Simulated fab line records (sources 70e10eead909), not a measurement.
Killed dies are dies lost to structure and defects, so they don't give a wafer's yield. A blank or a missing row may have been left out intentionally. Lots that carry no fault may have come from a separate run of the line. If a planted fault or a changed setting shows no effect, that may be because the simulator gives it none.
The tool behind it: which one? ; flow nand harc ; 21 wafers from 7 lots sampled at 2 of the route's 1159 steps

== WHAT THE GAUGES SHOWED, per wafer ==
NHARC_A_ONON_D1_THK_MEAS_11: measures by ellipsometry.
lot;measured;on;thk nm (nm)
L172;day 8 02:05;film metro-01;1009 1011 1011
L173;day 8 15:01;film metro-02;1002 1002 1004
L175;day 9 10:07;film metro-02;999 999 998
L181;day 10 16:46;film metro-02;480 480 481
L184;day 11 13:50;film metro-01;465 463 466
L190;day 12 13:41;film metro-01;997 998 998
L192;day 13 08:48;film metro-01;996 996 995

== WHAT TOOL EACH LOT RAN ON (gives the tool, then ch and the chambers of the sampled wafers, and finally the start) ==
lot;NHARC_A_ONON_D1_DEP_09
L172;pecvd onon-04 ch 0, day 8 01:35
L173;pecvd onon-04 ch 0, day 8 14:34
L175;pecvd onon-02 ch 0, day 9 09:36
L181;pecvd onon-04 ch 0, day 10 16:19
L184;pecvd onon-04 ch 0, day 11 13:22
L190;pecvd onon-03 ch 0, day 12 13:10
L192;pecvd onon-03 ch 0, day 13 08:21
- NHARC_A_ONON_D1_DEP_09: target thk 1000 nm.

== THE ANSWER, worked out from the rows above alone ==
Rule: what is usual is taken from the lots themselves. The widest of any qualifying gaps counts: lots, ordered by their means at a reading, are off when they make up no more than a third of the lots, leave a main group of 4 or more, and stand apart from it by 3 or more times the standard deviation of that group's means. A main group is skipped when, at the precision printed for the reading in the tables above, its means are all equal. A lot without any number at a reading at which 4 lots or more have one is off too. The other lots that the step has rows for count as sound.
Off at NHARC_A_ONON_D1_THK_MEAS_11 (thk nm): L181, L184. The main group: mean 1001 nm, standard deviation 5.2.
If a tool, at a process step before that reading, ran all the lots that are off and no sound lot after the first of them, it fits. Gauges at NHARC_A_ONON_D1_THK_MEAS_11: tried the same way as those tools. One fits: NHARC_A_ONON_D1_DEP_09 on pecvd onon-04. Its last sound lot is L173 (day 8 14:34), its first lot that is off L181 (day 10 16:19): a fault that began between those two fits.

== WHAT THE SIMULATOR PUT IN ==
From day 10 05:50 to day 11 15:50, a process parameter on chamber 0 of pecvd onon-04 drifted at NHARC_A_ONON_D1_DEP_09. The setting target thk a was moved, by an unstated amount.
Shown lots that were struck: L181, L184. The same result came from the rule above.
